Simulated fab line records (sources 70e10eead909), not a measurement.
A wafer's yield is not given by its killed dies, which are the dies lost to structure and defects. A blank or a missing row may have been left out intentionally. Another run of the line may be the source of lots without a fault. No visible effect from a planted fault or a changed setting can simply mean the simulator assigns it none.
fab line records | flow nand_harc
[record] lots = 5 wafers = 15 last_day = 24
route steps=1159 shown A_CONTACT@864 END@1159
lots that met no fault: from a run of the same line without faults
start_h: start of the lot's first displayed wafer, in hours after the record's first day | wait_h: hours elapsed since this lot's preceding step | " as in the row above | L1.1+2: a single row standing in for several wafers | - value missing, or start not given | * or withheld: withheld | < > ~ a bound
route shown NAME@n: names a module that has steps shown in the file, with the first one's number in the route | usual: average and standard deviation across the fault-free wafers | same: alike in all rows | chamber/n: place in a boat | sites: per-site readings | _std_site: how widely they spread, as a standard deviation | _edge_site: inner sites' mean taken away from outer sites' mean | radius_mm: for every site, how far away it sits from the centre of the wafer | mask NAME#n: copy n | behind: the tool/chamber that last shaped the wafer | hold: why the lot was held/for how many hours/how that ended | device: transistor that didn't switch, given as n, p or np | end of line: tests of these same wafers at the route's end | where a step has no rows: the recipe by itself | killed: not the wafer's yield, but the dies lost to structure and defects at the first sort | map: a wafer's dies, marking killed ones x, the rest . and places with no die _
set.NAME: setting as actually run; set.NAME@STEP: the setting as run at that earlier step | model.NAME: the simulator's own value behind a step, which no gauge read
lots at selected steps of the route; one table per step, one row per wafer
services: from which hour (start_h, from the record's first day; less than 0 if before it) a tool's chamber was out of use, for how many hours, and why
[[steps]]
[step NHARC_A_CONTACT_ETCH_113]
[recipe] source_w = withheld pressure_mtorr = 20 bias_v = 3000 time_s = 94 target_depth_a = 9220 ar_flow_sccm = withheld c4f8_flow_sccm = withheld o2_flow_sccm = withheld chemistry = C4F8/O2/Ar
// columns lot.wafer tool chamber start_h wait_h rf_hours_counter_h
L893.1 har_cap_etch-03 1 377.06 0.1 82
L893.4 " 1 " " -
L893.5 " 0 " " -
L896.2 har_cap_etch-03 1 400.65 0.1 87
L896.1 " 0 " " 87
L896.6 " 0 " " -
L899.1 har_cap_etch-03 0 410.10 0.1 89
L899.4 " 1 " " -
L899.5 " 1 " " -
L903.2 har_cap_etch-03 0 446.41 0.1 95
L903.5 " 1 " " -
L903.6 " 0 " " -
L914.1 har_cap_etch-02 0 508.65 0.1 38
L914.4 " 1 " " -
L914.3 " 0 " " -
[step NHARC_A_CONTACT_ETCH_114]
[recipe] source_w = withheld pressure_mtorr = 20 bias_v = 3000 time_s = 94 target_depth_a = 9220 ar_flow_sccm = withheld c4f8_flow_sccm = withheld o2_flow_sccm = withheld chemistry = C4F8/O2/Ar
[step NHARC_A_CONTACT_ETCH_115]
[recipe] source_w = withheld pressure_mtorr = 20 bias_v = 3000 time_s = 94 target_depth_a = 9220 ar_flow_sccm = withheld c4f8_flow_sccm = withheld o2_flow_sccm = withheld chemistry = C4F8/O2/Ar
[step NHARC_A_CONTACT_ETCH_116]
[recipe] source_w = withheld pressure_mtorr = 20 bias_v = 3000 time_s = 94 target_depth_a = 9220 ar_flow_sccm = withheld c4f8_flow_sccm = withheld o2_flow_sccm = withheld chemistry = C4F8/O2/Ar
// columns lot.wafer tool chamber start_h wait_h rf_hours_counter_h
L893.1 har_cap_etch-03 1 377.33 0.1 82
L893.4 " 1 " " -
L893.5 " 0 " " -
L896.2 har_cap_etch-03 1 400.92 0.1 87
L896.1 " 0 " " 87
L896.6 " 0 " " -
L899.1 har_cap_etch-03 0 410.37 0.1 89
L899.4 " 1 " " -
L899.5 " 1 " " -
L903.2 har_cap_etch-03 0 446.68 0.1 96
L903.5 " 1 " " -
L903.6 " 0 " " -
L914.1 har_cap_etch-02 0 508.92 0.1 38
L914.4 " 1 " " -
L914.3 " 0 " " -
[step NHARC_A_CONTACT_ETCH_117]
[recipe] source_w = withheld pressure_mtorr = 20 bias_v = 3000 time_s = 94 target_depth_a = 9220 ar_flow_sccm = withheld c4f8_flow_sccm = withheld o2_flow_sccm = withheld chemistry = C4F8/O2/Ar
// columns lot.wafer tool chamber start_h wait_h rf_hours_counter_h
L893.1 har_cap_etch-03 1 377.42 0.1 82
L893.4 " 1 " " -
L893.5 " 0 " " -
L896.2 har_cap_etch-03 1 401.02 0.1 87
L896.1 " 0 " " 87
L896.6 " 0 " " -
L899.1 har_cap_etch-03 0 410.46 0.1 89
L899.4 " 1 " " -
L899.5 " 1 " " -
L903.2 har_cap_etch-03 0 446.77 0.1 96
L903.5 " 1 " " -
L903.6 " 0 " " -
L914.1 har_cap_etch-02 0 509.02 0.1 38
L914.4 " 1 " " -
L914.3 " 0 " " -
[step NHARC_A_CONTACT_ETCH_118]
[recipe] source_w = withheld pressure_mtorr = 20 bias_v = 3000 time_s = 94 target_depth_a = 9220 ar_flow_sccm = withheld c4f8_flow_sccm = withheld o2_flow_sccm = withheld chemistry = C4F8/O2/Ar
// columns lot.wafer tool chamber start_h wait_h rf_hours_counter_h
L893.1 har_cap_etch-03 1 377.51 0.1 83
L893.4 " 1 " " -
L893.5 " 0 " " -
L896.2 har_cap_etch-03 1 401.11 0.1 87
L896.1 " 0 " " 87
L896.6 " 0 " " -
L899.1 har_cap_etch-03 0 410.55 0.1 89
L899.4 " 1 " " -
L899.5 " 1 " " -
L903.2 har_cap_etch-03 0 446.86 0.1 96
L903.5 " 1 " " -
L903.6 " 0 " " -
L914.1 har_cap_etch-02 0 509.11 0.1 38
L914.4 " 1 " " -
L914.3 " 0 " " -
[step NHARC_A_CONTACT_ETCH_119]
[recipe] source_w = withheld pressure_mtorr = 20 bias_v = 3000 time_s = 94 target_depth_a = 9220 ar_flow_sccm = withheld c4f8_flow_sccm = withheld o2_flow_sccm = withheld chemistry = C4F8/O2/Ar
[step NHARC_A_CONTACT_ETCH_120]
[recipe] source_w = withheld pressure_mtorr = 20 bias_v = 3000 time_s = 94 target_depth_a = 9220 ar_flow_sccm = withheld c4f8_flow_sccm = withheld o2_flow_sccm = withheld chemistry = C4F8/O2/Ar
[step NHARC_A_CONTACT_ETCH_121]
[recipe] source_w = withheld pressure_mtorr = 20 bias_v = 3000 time_s = 94 target_depth_a = 9220 ar_flow_sccm = withheld c4f8_flow_sccm = withheld o2_flow_sccm = withheld chemistry = C4F8/O2/Ar
[step NHARC_A_CONTACT_ETCH_122]
[recipe] source_w = withheld pressure_mtorr = 20 bias_v = 3000 time_s = 95 target_depth_a = 9300 ar_flow_sccm = withheld c4f8_flow_sccm = withheld o2_flow_sccm = withheld chemistry = C4F8/O2/Ar
// columns lot.wafer tool chamber start_h wait_h rf_hours_counter_h
L893.1 har_cap_etch-03 1 377.88 0.1 83
L893.4 " 1 " " -
L893.5 " 0 " " -
L896.2 har_cap_etch-03 1 401.47 0.1 87
L896.1 " 0 " " 87
L896.6 " 0 " " -
L899.1 har_cap_etch-03 0 410.91 0.1 89
L899.4 " 1 " " -
L899.5 " 1 " " -
L903.2 har_cap_etch-03 0 447.23 0.1 96
L903.5 " 1 " " -
L903.6 " 0 " " -
L914.1 har_cap_etch-02 0 509.47 0.1 38
L914.4 " 1 " " -
L914.3 " 0 " " -
[step NHARC_A_CONTACT_ETCH_123]
[recipe] source_w = withheld pressure_mtorr = 20 bias_v = 400 time_s = 253 target_depth_a = 10900 ar_flow_sccm = withheld c4f8_flow_sccm = 11.5 o2_flow_sccm = 7.2 chemistry = C4F8/O2/Ar
[step NHARC_A_CONTACT_ETCH_90]
[recipe] target_depth_a = 400 over_etch_frac = 0.5 time_s = 85.7 ion_energy_ev = 120 ch3f_flow_sccm = 50 o2_flow_sccm = 30 ar_flow_sccm = 200 rf_w = 500 bias_w = 100 chemistry = CH3F/O2
[step NHARC_A_CONTACT_ETCH_96]
[recipe] target_depth_a = 200 over_etch_frac = 0.5 time_s = 10 ion_energy_ev = 250 c4f6_flow_sccm = 25 o2_flow_sccm = 20 ar_flow_sccm = 500 rf_w = 600 bias_w = 500 chemistry = C4F6/O2
[usual] c4f6_flow_sccm = 25.00/0.078 drypump_motor_current_A = 5.5/0.39 oes_product_au = 0.963/0.022 rf_vpp_V = 548/3.3 showerhead_plenum_p_Torr = 3.98/0.16 throttle_valve_pct = 26.903/0.0098
// columns lot.wafer tool chamber start_h wait_h c4f6_flow_sccm drypump_motor_current_A oes_product_au rf_hours_counter_h rf_vpp_V showerhead_plenum_p_Torr throttle_valve_pct
L893.1 rie_diel-07 1 378.71 - 25.11 5.5 0.950 26 551 4.13 26.911
L893.4 " 3 " " 25.16 5.6 0.951 26 550 4.14 26.888
L893.5 " 0 " " 24.90 5.1 0.956 - 549 4.00 26.883
L896.1 rie_diel-06 1 402.30 - 25.00 5.0 0.952 57 544 3.79 26.906
L896.2 " 3 " " 24.96 6.1 0.931 54 542 3.71 26.899
L896.6 " 2 " " 24.82 5.6 0.953 - 553 4.19 26.910
L899.4 rie_diel-06 1 411.81 - 24.89 5.0 0.986 61 544 3.79 26.897
L899.1 " 2 " " 20.04 5.6 0.978 63 553 4.17 26.695
L899.5 " 2 " " 19.97 5.6 0.979 - 552 4.17 26.696
L903.2 rie_diel-03 3 448.09 - 25.08 5.5 0.994 17 552 4.18 26.896
L903.6 " 0 " " 24.79 5.5 1.000 - 546 3.84 26.913
L903.5 " 1 " " 24.97 6.3 1.006 - 548 3.97 26.896
L914.4 rie_diel-07 1 510.29 - 24.96 5.5 0.963 22 551 4.12 26.919
L914.1 " 2 " " 24.98 5.5 0.941 22 548 3.99 26.906
L914.3 " 0 " " 25.04 5.1 0.958 22 546 3.98 26.912
[step NHARC_A_CONTACT_CD_MEAS_53]
[usual] cd_nm = 189.3/0.69
// columns lot.wafer tool chamber start_h wait_h cd_nm
L893.1 cd_sem-01 - 378.78 - 189.7
L893.4 " - " " 189.9
L893.5 " - " " 190.0
L896.1 cd_sem-03 - 402.38 - 188.6
L896.2 " - " " 189.9
L896.6 " - " " 188.9
L899.1 cd_sem-03 - 411.89 - 189.3
L899.4 " - " " 188.3
L899.5 " - " " 189.8
L903.2 cd_sem-03 - 448.17 - 189.6
L903.5 " - " " 189.7
L903.6 " - " " 189.5
L914.1 cd_sem-01 - 510.37 - 190.3
L914.3 " - " " 189.1
L914.4 " - " " 190.2
[step NHARC_END_SORT_01]
[recipe] temp_c = 25
[usual] killed_at_array = 21/8.9 killed_at_other = 0.8/1.3 killed_at_periphery = 3.6/2.4 killed_dies = 26/8.9 killed_open = 3.1/1.8 killed_short = 1.9/1.3
[same] gross_dies = 677
// columns lot.wafer tool chamber start_h wait_h killed_at_array killed_at_other killed_at_periphery killed_dies killed_open killed_short
L893.1 prober-02 0 446.15 2.5 19 0 6 25 3 1
L893.4 prober-02 0 448.51 3.4 22 0 0 22 6 1
L893.5 prober-02 0 449.29 3.6 15 0 1 16 2 2
L903.2 prober-02 0 529.36 2.8 15 0 4 19 2 2
L903.5 prober-02 0 531.77 3.7 13 1 7 21 2 2
L903.6 prober-02 0 532.58 4.0 20 1 5 26 7 5
// killed by level:class
L893.1 A_SLIT:chamber_film_flake=8 A_CONTACT:chamber_film_flake=7 P_STI:chamber_film_flake=3 P_CONTACT:geometric_particle:open=2 A_ONON_D1:geometric_particle:open=1 A_CHANNEL_FILL_D1:geometric_particle:short=1 P_ZERO_WELL:chamber_film_flake=1 A_STAIRCASE:chamber_film_flake=1
L893.4 A_SLIT:chamber_film_flake=5 A_CHANNEL_HOLE_D1:chamber_film_flake=5 A_CHANNEL_FILL_D1:geometric_particle:open=2 A_STAIRCASE:chamber_film_flake=2 A_CONTACT:chamber_film_flake=2 A_ONON_D1:geometric_particle:open=1 A_SGD_CUT:geometric_particle:open=1 A_WL_FILL:geometric_particle:short=1
L893.5 A_SLIT:chamber_film_flake=5 A_STAIRCASE:chamber_film_flake=3 A_CONTACT:chamber_film_flake=2 P_CONTACT:geometric_particle:short=1 A_CHANNEL_HOLE_D1:geometric_particle:short=1 A_CHANNEL_HOLE_D1:geometric_particle:open=1 A_M0:geometric_particle:open=1 A_CHANNEL_HOLE_D1:chamber_film_flake=1
L903.2 A_SLIT:chamber_film_flake=5 A_CONTACT:chamber_film_flake=4 A_CHANNEL_HOLE_D1:chamber_film_flake=3 P_ZERO_WELL:chamber_film_flake=2 P_STI:geometric_particle:short=1 A_CONTACT:geometric_particle:open=1 A_BLC:geometric_particle:open=1 A_M0:geometric_particle:short=1
L903.5 A_SLIT:chamber_film_flake=3 A_CHANNEL_HOLE_D1:chamber_film_flake=3 A_CONTACT:chamber_film_flake=3 P_ZERO_WELL:chamber_film_flake=2 P_STI:chamber_film_flake=2 P_M2:chamber_film_flake=2 P_CONTACT:geometric_particle:open=1 A_ONON_D1:geometric_particle:short=1
L903.6 A_SLIT:chamber_film_flake=8 A_CONTACT:geometric_particle:open=4 A_BLC:geometric_particle:short=2 P_GATE:chamber_film_flake=2 A_CONTACT:chamber_film_flake=2 P_M0:geometric_particle:open=1 P_M1:geometric_particle:short=1 A_ONON_D1:geometric_particle:short=1
[[services]]
// columns tool chamber start_h hours kind
rie_diel-07 0 359.95 - clean
rie_diel-07 1 359.95 - clean
rie_diel-07 2 359.95 - clean
rie_diel-07 3 359.95 - clean
rie_diel-07 2 368.52 7.9 repair
rie_diel-03 1 370.70 3.7 repair
rie_diel-06 0 373.21 - clean
rie_diel-06 1 373.21 - clean
rie_diel-06 2 373.21 - clean
rie_diel-06 3 373.21 - clean
rie_diel-03 2 373.90 5.3 repair
rie_diel-07 1 381.97 31.8 repair
rie_diel-07 0 384.66 - clean
rie_diel-07 2 384.66 - clean
rie_diel-07 3 384.66 - clean
rie_diel-03 - 392.98 9.0 pm
rie_diel-07 - 405.26 9.0 pm
rie_diel-06 - 418.51 9.0 pm
rie_diel-06 0 431.42 6.5 repair
rie_diel-07 2 448.88 4.5 repair
rie_diel-06 2 464.73 36.3 repair
rie_diel-07 3 479.40 6.8 repair
rie_diel-03 0 483.23 6.2 repair
rie_diel-03 3 496.21 1.4 repair
[[key]]
[first_sign] step = NHARC_A_CONTACT_ETCH_96 reading = c4f6_flow_sccm direction = down sigmas = 64 usual = 25.00 struck = 20.00
[effect] step = NHARC_A_CONTACT_ETCH_96 reading = throttle_valve_pct direction = down sigmas = 21 usual = 26.903 struck = 26.695
met_at NHARC_A_CONTACT_ETCH_96
struck_wafers L899.1,L899.5
tester_left_out L899
onset_between 402.30 411.81
[fault] kind = process_parameter_drift tool = rie_diel-06 chamber = 2 onset_h = 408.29 steps = NHARC_A_CONTACT_ETCH_96 channel = c4f6_flow_sccm offset = -5 shape = step end_h = 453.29 acts_in = these_recipes_only stated = 25
// tester_left_out: of these lots the tester's yield and bins aren't shown, on N5 and GAA mostly nor the transistor test; their killed dies are dies lost to structure and defects alone, not to doping, threshold or leakage, so they don't give the yield
